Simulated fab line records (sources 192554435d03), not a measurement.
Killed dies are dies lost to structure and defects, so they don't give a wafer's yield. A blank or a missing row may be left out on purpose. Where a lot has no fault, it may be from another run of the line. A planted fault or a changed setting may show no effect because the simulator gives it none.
8D (eight disciplines) problem report, filled in by code || flow n5Finfet || the parts of the form that need people (team, actions taken, sign-off) are left out

1. WHAT IS WRONG
At N5_SD_EPI_P_EPI_MEAS_23, thkNm averages 68.4 nm over 3 wafers from 3 lots, while fault-free wafers read 61.0 nm, standard deviation 1.3. Relative to the usual mean, that is a shift of +5.7 standard deviations.
First observed at day 6 03:35: wafer L607.3, on filmMetro-02. The record holds 25 wafers of 9 lots with a number at this step. The rule behind "out" and "out of limits": a value lying over 4 standard deviations away from the usual mean. All remaining wafers that have a number are taken as sound.

2. WHAT THIS IS AND IS NOT
{"question": "which readings at this step", "is": "thkNm", "is not": "-"}
{"question": "which lots", "is": "L607, L608, L609", "is not": "L603, L614, L615, L616, L617, L618"}
{"question": "which wafers of those lots", "is": "L607.3, L608.3, L609.6", "is not": "L607.2, L607.4, L608.4, L609.1"}
{"question": "read on which gauges", "is": "filmMetro-01, filmMetro-02", "is not": "-"}
{"question": "when", "is": "from day 6 03:35", "is not": "up to then (5 sound wafers); but 17 sound wafers of L608, L609, L614, L615, L616, L617, L618 came after"}

3. THE SUSPECTS, EACH WITH WHAT RULES IT OUT
Counting: if a tool at a process step up to the reading ran every lot that is out, it stays a suspect. Sound lots after the first of them don't rule it out here, since some wafers of a struck lot are sound.
- the gauge at N5_SD_EPI_P_EPI_MEAS_23 is ruled out. 2 gauges (filmMetro-01, filmMetro-02) read the wafers that are out.
- epiRpcvd-01 at N5_SD_EPI_P_EPI_21 (deposits SiGe:B, time 355 s): kept. It processed each lot that is out (first: L607, day 6 01:08); up to then, its last sound lot is L603 (day 5 01:58).
After counting, what remains is epiRpcvd-01 at N5_SD_EPI_P_EPI_21.

4. THE CAUSE (what the simulator had put in)
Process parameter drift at N5_SD_EPI_P_EPI_21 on epiRpcvd-01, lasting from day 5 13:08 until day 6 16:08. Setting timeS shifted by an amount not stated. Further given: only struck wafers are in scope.
Only this tool survived the counting.

5. THE CHAIN OF EFFECTS, in route order
One row per reading whose mean, taken over the struck wafers that have a number, lies over 3 standard deviations from the usual. Only readings for which the record gives a usual standard deviation are gone through. hours: the time from each lot's start at the first step in this table that gives one to its start at this step, as a median over the lots. sigmas: the change in usual standard deviations.
{"hours": 0, "step": "N5_SD_EPI_P_EPI_MEAS_23", "reading": "thkNm", "usual": "61.0 nm", "on struck wafers": 68.4, "change": "+7.4", "sigmas": "+5.7"}
{"hours": 1, "step": "N5_SD_ACTIVATION_RS_MEAS_03", "reading": "RS_SD_P", "usual": "56.1 ohm/sq", "on struck wafers": 50.8, "change": -5.3, "sigmas": -6.4}
{"hours": 160, "step": "N5_BEOL_M4_RC_MEAS_101", "reading": "RS_SD_P", "usual": "65.8 ohm/sq", "on struck wafers": 59.6, "change": -6.2, "sigmas": -6.3}

6. WHAT WOULD HAVE CAUGHT IT SOONER
The first out-of-limits reading at a measuring or inspecting step in this record came at day 6 03:35, 14 hours after the fault's start at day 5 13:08.
L608, L609, from the lots that are out (3), started N5_SD_EPI_P_EPI_21 on epiRpcvd-01 later than day 6 03:35. A hold on the tool at that time would have spared those 2.
